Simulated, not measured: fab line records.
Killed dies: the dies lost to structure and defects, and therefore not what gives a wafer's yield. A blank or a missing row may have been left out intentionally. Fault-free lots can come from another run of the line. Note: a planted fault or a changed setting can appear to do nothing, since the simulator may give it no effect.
Matching of chambers | flow n5 finfet | 3 sister chambers for N5_BEOL_M13_DEP_53 on pecvd-02
The step deposits SiCN from 3MS/NH3, target thk 50 nm, time 17.8 s. 6 wafers are shown with their chamber, then 12 later ones without.

## WAFERS, EACH WITH ITS CHAMBER
wafer  | chamber | throttle valve pct (%) | showerhead plenum p Torr (Torr)
L081.5 | 1       | 18.4                   | 4.145
L083.2 | 0       | 19.2                   | 4.157
L084.2 | 1       | 18.6                   | 4.151
L088.2 | 2       | 18.0                   | 4.121
L088.3 | 0       | 19.0                   | 4.142
L088.5 | 2       | 17.9                   | 4.133

## WAFERS MISSING THEIR CHAMBER
wafer  | throttle valve pct (%) | showerhead plenum p Torr (Torr)
L085.2 | 19.1                   | 4.154
L085.4 | 18.2                   | 4.142
L085.6 | 19.3                   | 4.148
L089.3 | 18.5                   | 4.142
L089.5 | 18.3                   | 4.134
L089.6 | 19.3                   | 4.155
L091.1 | 18.5                   | 4.137
L091.2 | 18.2                   | 4.131
L091.3 | 19.1                   | 4.157
L096.1 | 19.0                   | 4.152
L096.4 | 18.5                   | 4.158
L096.5 | 19.2                   | 4.146

## CHAMBER TAKEN BY EACH
wafer  | from the rows above     | in truth
L085.2 | 0                       | 0
L085.4 | can't be placed: 1 or 2 | 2
L085.6 | 0                       | 0
L089.3 | 1                       | 1
L089.5 | can't be placed: 1 or 2 | 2
L089.6 | 0                       | 0
L091.1 | 1                       | 1
L091.2 | can't be placed: 2 or 1 | 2
L091.3 | 0                       | 0
L096.1 | 0                       | 0
L096.4 | 1                       | 1
L096.5 | 0                       | 0
Correct placement for 9 of the 12. From these rows, 3 cannot be placed; in 3 the true chamber is one of the candidates. Placed wrongly: 0.
How it was worked out, from the rows above alone: a wafer's distance from a chamber is the root of the sum, over the readings, of the square of ((its reading less the chamber's mean) divided by the reading's scatter). If the next closest chamber is less than 2 further off than the closest, the wafer can't be placed; otherwise it belongs to the closest. Each chamber's mean is taken over the wafers shown for it. How the scatter is found: for the shown wafers, subtract from each reading the mean of its chamber, square and add these, divide the total by (wafers less chambers), then take the root.
